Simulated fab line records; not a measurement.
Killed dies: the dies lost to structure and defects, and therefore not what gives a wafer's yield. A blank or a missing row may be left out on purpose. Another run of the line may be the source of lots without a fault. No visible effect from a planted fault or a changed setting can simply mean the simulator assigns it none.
Matching of chambers / flow n5 finfet / pecvd-04 running N5_BEOL_M2_ILD_DEP_00: 3 sister chambers
The step deposits SiOC from DEMS/O2, target thk 79 nm, time 15.3 s. 6 wafers are shown with their chamber, then 8 later ones without.

## WAFERS WITH THEIR CHAMBER
wafer=L085.2; chamber=1; showerhead vpp V (V)=1265; throttle valve pct (%)=11.5
wafer=L085.4; chamber=0; showerhead vpp V (V)=1520; throttle valve pct (%)=12.1
wafer=L088.1; chamber=1; showerhead vpp V (V)=1279; throttle valve pct (%)=11.5
wafer=L088.2; chamber=0; showerhead vpp V (V)=1500; throttle valve pct (%)=12.3
wafer=L088.5; chamber=2; showerhead vpp V (V)=1320; throttle valve pct (%)=11.2
wafer=L089.1; chamber=2; showerhead vpp V (V)=1344; throttle valve pct (%)=11.4

## WAFERS MISSING THEIR CHAMBER
wafer=L089.4; showerhead vpp V (V)=1263; throttle valve pct (%)=11.4
wafer=L089.5; showerhead vpp V (V)=1493; throttle valve pct (%)=12.3
wafer=L093.3; showerhead vpp V (V)=1270; throttle valve pct (%)=11.5
wafer=L093.5; showerhead vpp V (V)=1528; throttle valve pct (%)=12.1
wafer=L093.6; showerhead vpp V (V)=1293; throttle valve pct (%)=11.3
wafer=L091.3; showerhead vpp V (V)=1327; throttle valve pct (%)=11.2
wafer=L091.4; showerhead vpp V (V)=1530; throttle valve pct (%)=12.2
wafer=L091.5; showerhead vpp V (V)=1252; throttle valve pct (%)=11.5

## WHICH CHAMBER EACH ONE RAN IN
wafer=L089.4; from the rows above=1; in truth=1
wafer=L089.5; from the rows above=0; in truth=0
wafer=L093.3; from the rows above=1; in truth=1
wafer=L093.5; from the rows above=0; in truth=0
wafer=L093.6; from the rows above=can't be placed: 1 or 2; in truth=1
wafer=L091.3; from the rows above=2; in truth=2
wafer=L091.4; from the rows above=0; in truth=0
wafer=L091.5; from the rows above=1; in truth=1
Placed correctly: 7 of 8. From these rows, 1 cannot be placed; in 1 the true chamber is one of the candidates. Wrongly placed: 0.
How it was worked out, from the rows above alone: a wafer's distance from a chamber is the root of the sum, over the readings, of the square of ((its reading less the chamber's mean) divided by the reading's scatter). The wafer belongs to the nearest chamber; if the next one is less than 2 further off, it can't be placed. For every chamber, the mean is computed from those of its wafers that are shown. The scatter: take each reading less its chamber's mean, square it, sum over the shown wafers, divide by the number of wafers less the number of chambers, and take the root.
